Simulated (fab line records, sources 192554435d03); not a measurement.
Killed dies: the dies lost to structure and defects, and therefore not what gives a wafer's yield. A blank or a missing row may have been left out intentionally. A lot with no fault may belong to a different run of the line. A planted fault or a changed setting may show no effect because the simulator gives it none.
fab line records ; flow n5_finfet
record: lots: 4; wafers: 12; last_day: 17
route steps=1938 shown BEOL_M3@959 PASSIVATION@1936
lots untouched by any fault: they come from a run of this same line in which no faults occurred
start_h: the number of hours between the record's first day and the start of the first shown wafer of the lot ; wait_h: hours elapsed since this lot's preceding step ; " unchanged from the row above ; L1.1+2: one row covering several wafers at once ; - either no value or no given start ; * or withheld: withheld ; < > ~ a bound
route shown NAME@n: a module of which the file shows steps, and the number in the route of the first ; usual: mean and standard deviation over wafers with no fault ; same: alike in all rows ; chamber/n: place in a boat ; sites: each site's reading ; _std_site: standard deviation of those values ; _edge_site: inner sites' mean taken away from outer sites' mean ; radius_mm: how far each site lies from the wafer's centre ; mask NAME#n: copy n ; behind: tool/chamber where the wafer was last shaped ; hold: what put the lot on hold/how long, in hours/how the hold closed ; device: the transistor (n, p or np) that didn't switch ; end of line: the same wafers' tests at the end of the route ; a step without rows: its recipe alone ; killed: at the first sort, the dies lost to defects and structure; wafer yield is something else ; map: a wafer's dies, marking killed ones x, the rest . and places with no die _
set.NAME: setting as actually run; set.NAME@STEP: the setting as run at that earlier step ; model.NAME: the simulator's own value behind a step, which no gauge read
a table for each step, a row for each wafer; lots at some steps of the route
services: the hour from which a tool's chamber was out of use, counted from the record's first day as start_h (under 0 if before that day), plus the number of hours and why
== steps ==
step: N5_BEOL_M3_COAT_76
recipe: resist: underlayer; temp_c: 205; time_s: 60; spin_rpm: 1500; resist_thk_nm: 5
step: N5_BEOL_M3_COAT_22
recipe: resist: CAR-EUV; spin_rpm: 1500; resist_thk_nm: 30
step: N5_BEOL_M3_EBR_24
recipe: solvent: PGMEA; ebr_width_mm: 1.5
step: N5_BEOL_M3_SOFTBAKE_23
recipe: temp_c: 110; time_s: 60; resist: CAR-EUV
step: N5_BEOL_M3_EXPOSE_25
recipe: mask_id: V2; na: 0.33; source_shape: quasar; sigma_inner: 0.2; sigma_outer: 0.8; polarization: unpolarized; defocus_nm: 5; dose_mj: 63
step: N5_BEOL_M3_PEB_26
recipe: peb_temp_c: 100; peb_time_s: 60; resist: CAR-EUV
step: N5_BEOL_M3_DEVELOP_27
recipe: develop_time_s: 30; developer: TMAH; resist: CAR-EUV; rinse_liquid: surfactant_rinse; dry: air_spin; dev_temp_c: 23
step: N5_BEOL_M3_DESCUM_33
recipe: chemistry: O2; time_s: 7; source_power_w: 50; bias_power_w: 20; pressure_mtorr: 20; rf_frequency_hz: 2.712e+07; temp_c: 40; resist: CAR-EUV; o2_flow_sccm: 225
step: N5_BEOL_M3_ETCH_77
recipe: chemistry: N2/H2; target: underlayer; target_depth_a: 65; mask_material: CAR-EUV; time_s: 5.2; ion_energy_ev: 200; pressure_mtorr: 30; source_w: 840; bias_w: 150; n2_flow_sccm: 200; h2_flow_sccm: 200; ends: cleared
step: N5_BEOL_M3_ETCH_69
recipe: chemistry: CF4; target: SiARC; target_depth_a: 156; mask_material: CAR-EUV; time_s: 26; ion_energy_ev: 80; pressure_mtorr: 40; source_w: 545; bias_w: 36; Ar_flow_sccm: 100; cf4_flow_sccm: 100; ends: cleared
usual: drypump_motor_current_A: 5.8/0.47; etch_rf_on_time_s: 26.1/0.68; oes_product_au: 0.68/0.089; rf_vpp_V: 184.1/1.2; showerhead_plenum_p_Torr: 2.15/0.072; throttle_valve_pct: 15.68/0.23
lot.wafer;tool;chamber;start_h;wait_h;drypump_motor_current_A;etch_rf_on_time_s;oes_product_au;rf_hours_counter_h;rf_vpp_V;showerhead_plenum_p_Torr;throttle_valve_pct
L212.2;rie_diel-01;0;143.38;0.0;6.7;25.6;0.63;201;184.2;2.13;15.68
L212.3;rie_diel-01;2;143.38;0.0;6.0;26.7;0.62;140;182.7;2.07;15.43
L212.5;rie_diel-01;1;143.38;0.0;4.9;26.1;0.60;-;185.2;2.22;15.84
L224.2;rie_diel-01;3;243.21;0.0;5.9;24.8;0.81;14;185.6;2.10;15.49
L224.3;rie_diel-01;2;243.21;0.0;6.0;27.1;0.60;168;181.8;2.06;15.48
L224.6;rie_diel-01;3;243.21;0.0;5.9;24.6;0.82;-;183.5;2.10;15.48
L226.1;rie_diel-01;2;248.57;0.0;6.0;26.9;0.60;170;182.2;2.06;15.46
L226.2;rie_diel-01;1;248.57;0.0;5.0;25.6;0.59;223;183.5;2.21;15.89
L226.4;rie_diel-01;3;248.57;0.0;5.9;24.6;0.81;17;183.7;2.09;15.50
L234.2;rie_diel-05;2;290.54;0.0;5.4;26.8;0.73;40;185.6;2.20;15.75
L234.5;rie_diel-05;0;290.54;0.0;5.4;26.8;0.60;-;182.5;2.06;15.73
L234.6;rie_diel-05;1;290.54;0.0;6.2;26.3;0.78;-;185.4;2.18;15.15
step: N5_BEOL_M3_ALD_98
recipe: material: SiO2; target_thk_a: 25; temp_c: 100; ald_precursor_family: BDEAS; ald_co_reactant: O2-plasma; pulse_time_s: 1; co_reactant_pulse_time_s: 1; purge_time_s: 2; co_reactant_purge_time_s: 2; ald_cycles: 17; pressure_torr: 2
step: N5_BEOL_M3_ETCHBACK_99
recipe: chemistry: CHF3; target: SiO2; target_depth_a: 50; time_s: 10.4; source_w: 215; bias_w: 47; Ar_flow_sccm: 200; CHF3_flow_sccm: 12; ion_energy_ev: 100; pressure_mtorr: 30
step: N5_BEOL_M3_ETCH_70
recipe: chemistry: N2/H2; target: SOC; target_depth_a: 800; overetch_a: 160; mask_material: SiARC; temp_c: 40; time_s: 120; ion_energy_ev: 200; pressure_mtorr: 30; source_w: 840; bias_w: 150; n2_flow_sccm: 200; h2_flow_sccm: 200
step: N5_BEOL_M3_STRIP_71
recipe: chemistry: N2/H2; temp_c: 40; n2_flow_sccm: 200; h2_flow_sccm: 200; rf_frequency_hz: 6e+07
step: N5_BEOL_M3_STRIP_78
recipe: chemistry: N2/H2; temp_c: 40; n2_flow_sccm: 200; h2_flow_sccm: 200; rf_frequency_hz: 6e+07
step: N5_BEOL_M3_VIA_ETCH_34
recipe: chemistry: C4F6/O2; target_depth_a: 694; mask_material: SOC; pressure_mtorr: 15; ion_energy_ev: 250; taper_deg: 4; time_s: 65.9; source_w: 350; bias_w: 170; Ar_flow_sccm: 300; C4F6_flow_sccm: 10; O2_flow_sccm: 10
step: N5_BEOL_M3_STRIP_83
recipe: chemistry: C4F6/O2; resist: SiARC; rf_frequency_hz: 6e+07
step: N5_BEOL_M3_STRIP_36
recipe: chemistry: N2/H2; power_w: 450; temp_c: 40; pressure_mtorr: 20; rf_frequency_hz: 6e+07; overash_fraction: 0.3; bias_power_w: 7; h2_frac: 0.5; n2_flow_sccm: 200; h2_flow_sccm: 200
step: N5_BEOL_M3_TRENCH_ETCH_37
recipe: chemistry: C4F6/O2; target_depth_a: 555.55; target: SiOC; time_s: 29.2; ion_energy_ev: 250; pressure_mtorr: 30; source_w: 355; bias_w: 185; Ar_flow_sccm: 300; C4F6_flow_sccm: 10; O2_flow_sccm: 10
step: N5_BEOL_M3_ETCH_41
recipe: chemistry: CH3F/O2; target: SiCN; target_depth_a: 299; taper_deg: 2; time_s: 52.5; ion_energy_ev: 120; mask_material: TiN; pressure_mtorr: 30; source_w: 395; bias_w: 75; Ar_flow_sccm: 150; CH3F_flow_sccm: 30; O2_flow_sccm: 20
step: N5_BEOL_M3_STRIP_97
recipe: chemistry: N2/H2; time_s: 10; power_w: 450; temp_c: 40; pressure_mtorr: 20; rf_frequency_hz: 6e+07; bias_power_w: 7; n2_flow_sccm: 200; h2_flow_sccm: 200
step: N5_BEOL_M3_HM_STRIP_39
recipe: chemistry: peroxide_tin_strip; material: TiN; target_depth_a: 250; temp_c: 50; time_s: 158
step: N5_BEOL_M3_SRD_40
recipe: time_s: 30; temp_c: 23; rinse_liquid: diw; dry: ipa_marangoni
step: N5_BEOL_M3_PRECLEAN_42
recipe: chemistry: residue_remover; time_s: 60; temp_c: 40
step: N5_BEOL_M3_SRD_43
recipe: time_s: 30; temp_c: 23; rinse_liquid: diw; dry: ipa_marangoni
step: N5_BEOL_M3_DEGAS_44
recipe: ambient: vacuum; temp_c: 250; time_s: 60
step: N5_BEOL_M3_PRE_CLEAN_45
recipe: gas: H2/He; time_s: 30; temp_c: 250
step: N5_BEOL_M3_ALD_84
recipe: material: TaN; target_thk_a: *; temp_c: 275; ald_precursor_family: PDMAT; ald_co_reactant: NH3; pressure_torr: 3; carrier_flow_sccm: 1500; pulse_time_s: 2; purge_time_s: 3; co_reactant_purge_time_s: 2; co_reactant_pulse_time_s: 3; ald_cycles: 30; precursor_vessel_temp_c: 75; precursor_vessel_pressure_torr: 26.25; precursor_vessel_carrier_sccm: 1000
step: N5_BEOL_M3_SURFACE_TREAT_85
recipe: gas: Ar; time_s: *; ion_energy_ev: *; ion_current_ma_cm2: 0.5; pressure_mtorr: *; ar_flow_sccm: 30
step: N5_BEOL_M3_CVD_47
recipe: material: Co; target_thk_a: 30; temp_c: withheld; precursor: CCTBA/H2; pressure_torr: 30; time_s: 223.8
step: N5_BEOL_M3_SPUTTER_48
recipe: material: Cu; target_thk_a: 45; temp_c: -20; chamber_pressure_pa: 0.07; power_w: withheld; time_s: 8.29
step: N5_BEOL_M3_ANNEAL_49
recipe: temp_c: 400; time_s: 240; ambient: vacuum
step: N5_BEOL_M3_SPUTTER_79
recipe: material: Cu; target_thk_a: 45; temp_c: -20; chamber_pressure_pa: 0.07; power_w: withheld; time_s: 8.29
step: N5_BEOL_M3_ANNEAL_80
recipe: temp_c: 400; time_s: 240; ambient: vacuum
step: N5_BEOL_M3_SPUTTER_81
recipe: material: Cu; target_thk_a: 45; temp_c: -20; chamber_pressure_pa: 0.07; power_w: withheld; time_s: 8.29
step: N5_BEOL_M3_ANNEAL_82
recipe: temp_c: 400; time_s: 240; ambient: vacuum
step: N5_BEOL_M3_SPUTTER_86
recipe: material: Cu; target_thk_a: 45; temp_c: -20; chamber_pressure_pa: 0.07; power_w: withheld; time_s: 8.29
step: N5_PASSIVATION_PROBE_49
usual: defect_limited_yield: 91.4/1.4; killed_at_M0_to_M3: 32/10; killed_at_M4_up: 13/5.6; killed_at_contacts: 13/6.6; killed_at_front_end: 39/13; killed_at_other: 3.4/2.8; killed_dies: 101/17; killed_open: 66/13; killed_short: 33/7; sort_bin_5_function: 5.0/0.93; sort_bin_6_memory: 3.2/0.65; sort_n_pass: 1078/17; sort_yield_pct: 91.4/1.4
same: gross_dies: 1180; killed_at_back_side: 0; sort_bin_4_leakage[%]: 0; sort_bin_8_speed[%]: 0
lot.wafer;tool;chamber;start_h;wait_h;defect_limited_yield[%];killed_at_M0_to_M3;killed_at_M4_up;killed_at_contacts;killed_at_front_end;killed_at_other;killed_dies;killed_open;killed_short;sort_bin_5_function[%];sort_bin_6_memory[%];sort_n_pass;sort_yield_pct[%]
L212.2;prober-01;-;273.34;0.1;88.9;25;23;20;62;1;131;84;45;7.0;3.4;1049;88.9
L212.3;prober-01;-;273.39;0.1;91.5;17;15;23;43;2;100;62;31;4.6;3.3;1080;91.5
L212.5;prober-01;-;273.49;0.2;86.9;37;24;31;63;0;155;108;47;7.8;4.9;1025;86.9
L226.1;prober-01;-;365.05;0.0;82.3;170;6;7;22;4;209;46;18;11.2;3.7;971;82.3
L226.2;prober-01;-;365.10;0.1;91.9;42;8;14;27;5;96;60;36;4.9;2.9;1084;91.9
L226.4;prober-01;-;365.20;0.2;92.9;44;7;1;27;5;84;43;41;3.7;3.2;1096;92.9
L224.3;prober-02;-;374.21;0.1;78.1;189;12;8;46;3;258;82;36;13.5;5.6;922;78.1
killed by level:class
L212.2 FIN_SAQP:geometric_particle:short=21 BEOL_M4:geometric_particle:open=16 FIN_SAQP:geometric_particle:open=14 MOL_CONTACT_COAG:geometric_particle:open=14 BEOL_M2:geometric_particle:open=10 DUMMY_GATE:geometric_particle:open=8 STI_FIN_REVEAL:geometric_particle:open=6 BEOL_M0_SAQP:geometric_particle:short=5
L212.3 MOL_CONTACT_COAG:geometric_particle:open=15 BEOL_M4:geometric_particle:open=12 STI_FIN_REVEAL:geometric_particle:open=9 FIN_SAQP:geometric_particle:short=7 DUMMY_GATE:geometric_particle:open=7 MOL_CONTACT_COAG:geometric_particle:short=6 FIN_SAQP:geometric_particle:open=5 BEOL_M1:geometric_particle:open=5
L212.5 MOL_CONTACT_COAG:geometric_particle:open=23 FIN_SAQP:geometric_particle:open=19 FIN_SAQP:geometric_particle:short=15 BEOL_M4:geometric_particle:open=11 BEOL_M0_SAQP:geometric_particle:short=10 STI_FIN_REVEAL:geometric_particle:open=8 MOL_CONTACT_COAG:geometric_particle:short=8 BEOL_M0_SAQP:geometric_particle:open=8
L226.1 BEOL_M3:unspecified=145 BEOL_M0_SAQP:geometric_particle:open=9 BEOL_M0_SAQP:geometric_particle:short=5 BEOL_M2:geometric_particle:open=5 STI_FIN_REVEAL:geometric_particle:open=4 MOL_CONTACT_COAG:geometric_particle:open=4 DUMMY_GATE:geometric_particle:open=3 GATE_CUT:geometric_particle:open=3
L226.2 BEOL_M0_SAQP:geometric_particle:short=13 MOL_CONTACT_COAG:geometric_particle:open=12 FIN_SAQP:geometric_particle:open=10 BEOL_M0_SAQP:geometric_particle:open=9 BEOL_M2:geometric_particle:open=7 FIN_SAQP:geometric_particle:short=6 BEOL_M2:geometric_particle:short=5 BEOL_M3:geometric_particle:open=4
L226.4 BEOL_M0_SAQP:geometric_particle:short=15 BEOL_M0_SAQP:geometric_particle:open=10 FIN_SAQP:geometric_particle:short=9 BEOL_M2:geometric_particle:open=9 BEOL_M2:geometric_particle:short=6 BEOL_M4:geometric_particle:open=6 FIN_SAQP:geometric_particle:open=5 GATE_CUT:geometric_particle:short=5
L224.3 BEOL_M3:unspecified=137 BEOL_M0_SAQP:geometric_particle:open=26 FIN_SAQP:geometric_particle:short=10 FIN_SAQP:geometric_particle:open=10 STI_FIN_REVEAL:geometric_particle:open=10 BEOL_M0_SAQP:geometric_particle:short=9 MOL_CONTACT_COAG:geometric_particle:open=7 BEOL_M1:geometric_particle:open=6
map L224.3 (x killed, . not)
_________________...x..x...x.________________
______________....x.....x......._____________
___________...x...x................__________
__________....x.......x............._________
________..................x....x.x..x._______
_______....x......x............xx......______
______x......x.........................._____
_____..x...xx...........xx...............____
____.x........x...x......xx.x.............___
___..x.....x.x.x...............x..x........__
___..x..x.......x.x......x.................__
__...x..........................x..........._
__....x.x.......x.x...xx.....x...x......x..._
_...x.......x..........x.x........x......x...
_.x.x........xx...............x..............
_.....x.x.....x.................x..........x.
_.......................xx.x.....xx..x.......
_.................x..x.x..xxxxx.x.......x...x
_..............x....x...xxx..................
_............x....x..x.xxxxx.x....x..........
_.x............xx.xxxxxxxxxxxxx.......x......
__...........x...xxxxxxxxxxxxxx............._
__..........x..x.xxxxxxxxxxxxxxx.x.........._
___..x....x..xx.x..xxxxxxxxxxxxx..x........__
___............x.xx.xxxxxxxxxxxx....x......__
____............xxx.xxxxxxxxxxxxx..x...x..___
_____x....x.....xx.xxxxxxxxxx.xx.......x.____
______.....x......x.xxxxxxxxxx.x........_____
_______.x...x..x..x...x.x..x.x.........______
________...........xx...x.x.xx........_______
__________...x..x.x.xx........x....._________
___________...x..........xx......x.__________
______________.................._____________
_________________......x.....________________
map L226.1 (x killed, . not)
_________________............________________
______________.x................_____________
___________xx.x....................__________
__________.........x.........x......_________
________.............................._______
_______.........x......................______
______........x...................x....._____
_____.....................x.........x....____
____................x.....x.....x..x......___
___........x.x.............................__
___....x...............x.....x...........x.__
__.........................................._
__......................x..................._
_.....x......................................
_..................x.......x.................
_..........x....................x............
_......x..x.......x......x......x.....x......
_......x..........x...x..x.x....x............
_..x..................xxxx.xx..........x.....
_....x..............xxxxxxxxx...x.......xx...
_................xxxxxxxxxxxxxx.....x.....x..
__...........x....xxxxxxxxxxxx.x............_
__.......x..x...x.xxxxxxxxxxxxx..x.........._
___...........xx.xxxxxxxxxxxxxxx......x....__
___............xx.xxxxxxxxxxxxxx.x.........__
____..x.........xxxxxxxxxxxxxxx.........x.___
_____.x..........x.xxxxxxxxxxxx..........____
______...x........xxxxxxxxxxx..........._____
_______..x.......xxx.x.xxxxx.x.........______
________.............xxxx.x..........._______
__________............x.......xx...._________
___________.......x...x.x..........__________
______________.................._____________
_________________x........x..________________
== services ==
tool;chamber;start_h;hours;kind
rie_diel-05;-;119.41;0.5;repair
rie_diel-05;2;138.77;-;clean
rie_diel-05;2;138.77;-;consumable_replace:esc
rie_diel-05;2;138.77;-;consumable_replace:focus_ring
rie_diel-05;2;138.77;24.1;scheduled_down
rie_diel-05;2;138.77;24.1;vent_cycle
rie_diel-05;1;148.74;7.9;repair
rie_diel-01;3;161.06;3.2;repair
rie_diel-05;1;163.09;-;clean
rie_diel-05;1;163.09;-;consumable_replace:focus_ring
rie_diel-05;1;163.09;27.9;scheduled_down
rie_diel-05;1;163.09;27.9;vent_cycle
rie_diel-01;3;173.24;-;clean
rie_diel-01;3;173.24;-;consumable_replace:focus_ring
rie_diel-01;3;173.24;21.0;scheduled_down
rie_diel-01;3;173.24;21.0;vent_cycle
rie_diel-05;0;247.47;3.2;repair
rie_diel-05;3;249.30;7.6;repair
== key ==
first_sign: step: N5_PASSIVATION_PROBE_49; reading: killed_at_M0_to_M3; direction: up; sigmas: 15; usual: 32; struck: 180
effect: step: N5_PASSIVATION_PROBE_49; reading: defect_limited_yield; direction: down; sigmas: 7.9; usual: 91.4; struck: 80.2
more_kills_born_at: N5_BEOL_M3_ETCH_69@rie_diel-01: 282
met_at N5_BEOL_M3_ETCH_69
struck_wafers L224.3,L226.1
onset_between 143.38 243.21
fault: kind: chamber_particle_source; tool: rie_diel-01; chamber: 2; onset_h: 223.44; steps: N5_BEOL_M3_ETCH_69; rate_per_visit_cm2: 1.16; end_h: 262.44
